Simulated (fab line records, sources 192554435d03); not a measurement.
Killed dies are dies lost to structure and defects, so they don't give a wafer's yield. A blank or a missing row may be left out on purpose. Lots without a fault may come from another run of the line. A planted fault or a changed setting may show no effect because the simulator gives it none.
Split-lot experiment | flow n5_finfet | 7 lots, 21 wafers read, on a route of 1938 steps

THE SPLIT
At N5_MIM_BOT_SPUTTER_00 (material TiN, target thk 35 nm, time 89.7 s), the setting time_s was moved away from the recipe's 89.7 s on 9 of the 21 wafers read, by -13.7% to +12.0%. The other wafers ran this setting at the recipe's value.

The reading is taken at the split's own step.

THE READING
TiN_of_MIM_BOT_SPUTTER_00.thk_nm (the simulator's own value, which no gauge read), in nm, at N5_MIM_BOT_SPUTTER_00 (material TiN, target thk 35 nm, time 89.7 s). The file gives no usual value for it. The 12 wafers here that ran the recipe average 35.1 nm, standard deviation 0.26 nm.

wafer  | tool, chamber at the split | time_s as run, s | against the recipe | TiN_of_MIM_BOT_SPUTTER_00.thk_nm, nm | against lot-mates on the recipe
L075.1 | pvd_sputter-02, -          | 89.7             | recipe             | 35                                   | -
L075.3 | pvd_sputter-02, -          | 89.7             | recipe             | 35                                   | -
L075.4 | pvd_sputter-02, -          | 89.7             | recipe             | 35.2                                 | -
L078.1 | pvd_sputter-02, -          | 83.56            | -6.8%              | 32.8                                 | -2.3
L078.2 | pvd_sputter-02, -          | 89.7             | recipe             | 35                                   | -
L078.6 | pvd_sputter-02, -          | 89.7             | recipe             | 35.2                                 | -
L085.1 | pvd_sputter-03, -          | 89.7             | recipe             | 35.6                                 | -
L085.5 | pvd_sputter-03, -          | 89.7             | recipe             | 35                                   | -
L085.6 | pvd_sputter-03, -          | 77.71            | -13.4%             | 30.6                                 | -4.7
L087.3 | pvd_sputter-01, -          | 89.7             | recipe             | 34.8                                 | -
L087.4 | pvd_sputter-01, -          | 99.4             | +10.8%             | 38.8                                 | +3.7
L087.6 | pvd_sputter-01, -          | 89.7             | recipe             | 35.4                                 | -
L093.3 | pvd_sputter-01, -          | 89.7             | recipe             | 34.8                                 | -
L093.4 | pvd_sputter-01, -          | 98.81            | +10.2%             | 38.6                                 | +3.8
L093.6 | pvd_sputter-01, -          | 98.81            | +10.2%             | 38.4                                 | +3.6
L097.3 | pvd_sputter-02, -          | 100.5            | +12.0%             | 39.6                                 | +4.4
L097.5 | pvd_sputter-02, -          | 100.5            | +12.0%             | 39.2                                 | +4.0
L097.6 | pvd_sputter-02, -          | 89.7             | recipe             | 35.2                                 | -
L092.1 | pvd_sputter-02, -          | 89.7             | recipe             | 34.6                                 | -
L092.3 | pvd_sputter-02, -          | 77.37            | -13.7%             | 29.8                                 | -4.8
L092.6 | pvd_sputter-02, -          | 77.37            | -13.7%             | 29.8                                 | -4.8

THE FIT
A straight line over all 21 wafers: TiN_of_MIM_BOT_SPUTTER_00.thk_nm changes by +0.357 nm for each +1% of time_s; r = +1.00; the points scatter about the line by 0.27 nm.
The same after taking each lot's own level away (the mean of its wafers on the recipe; 21 wafers): +0.351 nm for each +1%; r = +1.00; scatter 0.17 nm.
On that fit, the largest move of time_s shifts the reading by 4.8 nm.
The lots' own levels span 34.60 to 35.30 nm, that is 2.7 times the standard deviation above.
So the lot-to-lot level changes the slope little: the two slopes agree.
Check: with one of the wafers moved furthest among these (-13.7%) left out of the fit, the line predicts -4.81 nm for it against its lot-mates. It came out at -4.8 nm against them.

THE FILE'S OWN FIT
TiN_of_MIM_BOT_SPUTTER_00.thk_nm changes by +0.35 nm for each +1% of time_s, r = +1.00.
